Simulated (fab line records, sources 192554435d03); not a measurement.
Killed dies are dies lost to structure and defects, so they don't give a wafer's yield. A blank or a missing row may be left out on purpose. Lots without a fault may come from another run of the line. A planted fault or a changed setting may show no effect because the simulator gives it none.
Which tool did it? | flow n5_finfet | 9 lots, 27 wafers sampled, at 4 steps of a route of 1938

WHAT THE GAUGES READ, wafer by wafer
N5_HKMG_FIN_INSPECT_14: inspects for defects (macro).
lot  | measured    | on                | raw_defect_count
L411 | day 4 17:27 | defect_inspect-02 | 3 3 3
L415 | day 5 16:25 | defect_inspect-01 | 1 2 2
L418 | day 6 10:40 | defect_inspect-01 | 1 2 2
L420 | day 6 20:02 | defect_inspect-02 | 1 3 4
L423 | day 7 17:31 | defect_inspect-01 | >300 >300 >300
L425 | day 8 05:08 | defect_inspect-02 | >300 >300 >300
L428 | day 8 21:25 | defect_inspect-01 | 0 3 0
L430 | day 9 09:10 | defect_inspect-01 | 1 1 0
L432 | day 9 20:20 | defect_inspect-02 | 2 0 1

WHICH TOOL RAN EACH LOT (tool, then ch and the chambers of the sampled wafers, then the start)
lot  | N5_HKMG_FIN_STRIP_57              | N5_HKMG_FIN_STRIP_93              | N5_HKMG_FIN_WET_ETCH_81
L411 | rie_diel-01 ch 1,2, day 4 14:31   | rie_diel-01 ch 1,2, day 4 14:58   | wet_bench-02 ch 0,5,6, day 4 16:16
L415 | rie_diel-03 ch 0,1,3, day 5 13:16 | rie_diel-03 ch 0,1,3, day 5 13:43 | wet_bench-02 ch 1,6,7, day 5 15:07
L418 | rie_diel-03 ch 1,2,3, day 6 07:17 | rie_diel-03 ch 1,2,3, day 6 07:44 | wet_bench-02 ch 1,3,5, day 6 09:29
L420 | rie_diel-06 ch 2,3, day 6 16:34   | rie_diel-06 ch 2,3, day 6 17:14   | wet_bench-02 ch 4,5,7, day 6 18:52
L423 | rie_diel-03 ch 0,1, day 7 14:09   | rie_diel-03 ch 0,1, day 7 14:35   | wet_bench-02 ch 0,1,2, day 7 16:10
L425 | rie_diel-03 ch 0,3, day 8 02:11   | rie_diel-03 ch 0,3, day 8 02:38   | wet_bench-02 ch 3,4,5, day 8 03:56
L428 | rie_diel-01 ch 1,3, day 8 18:21   | rie_diel-01 ch 1,3, day 8 18:48   | wet_bench-01 ch 2,4,5, day 8 20:07
L430 | rie_diel-01 ch 0,2,3, day 9 06:15 | rie_diel-01 ch 0,2,3, day 9 06:41 | wet_bench-01 ch 2,3,5, day 9 08:00
L432 | rie_diel-01 ch 0,3, day 9 17:17   | rie_diel-01 ch 0,3, day 9 17:43   | wet_bench-03 ch 3,4,5, day 9 19:02
- N5_HKMG_FIN_STRIP_57: strips in CF4.
- N5_HKMG_FIN_STRIP_93: strips SOC in N2/H2, time 20 s.
- N5_HKMG_FIN_WET_ETCH_81: etches TiN in SC1, stops on HfO2, time 57 s, target depth 6 nm.

THE ANSWER, worked out from the rows above alone
Rule: what is usual is taken from the lots themselves. Put in order of their means at a reading, lots are off if they are a third of the lots or fewer, leave a main group of 4 or more, and stand apart from it by a gap of 3 or more times the standard deviation of the main group's means; of several such gaps the widest counts. A main group whose means are all the same, to the digits that the tables above print for the reading, isn't used. A lot without any number at a reading at which 4 lots or more have one is off too. The other lots that the step has rows for count as sound.
Off: L423, L425, at N5_HKMG_FIN_INSPECT_14 (raw_defect_count). Without a number there: L423, L425. The main group: mean 1.7, standard deviation 0.82.
A tool fits if, at a process step before that reading, it ran every lot that is off, and no sound lot after the first of them. The gauges at N5_HKMG_FIN_INSPECT_14 are tried like those tools. Can't be told from this: 2 tools fit, rie_diel-03 at N5_HKMG_FIN_STRIP_57 and N5_HKMG_FIN_STRIP_93, wet_bench-02 at N5_HKMG_FIN_WET_ETCH_81.

WHAT THE SIMULATOR HAD PUT IN
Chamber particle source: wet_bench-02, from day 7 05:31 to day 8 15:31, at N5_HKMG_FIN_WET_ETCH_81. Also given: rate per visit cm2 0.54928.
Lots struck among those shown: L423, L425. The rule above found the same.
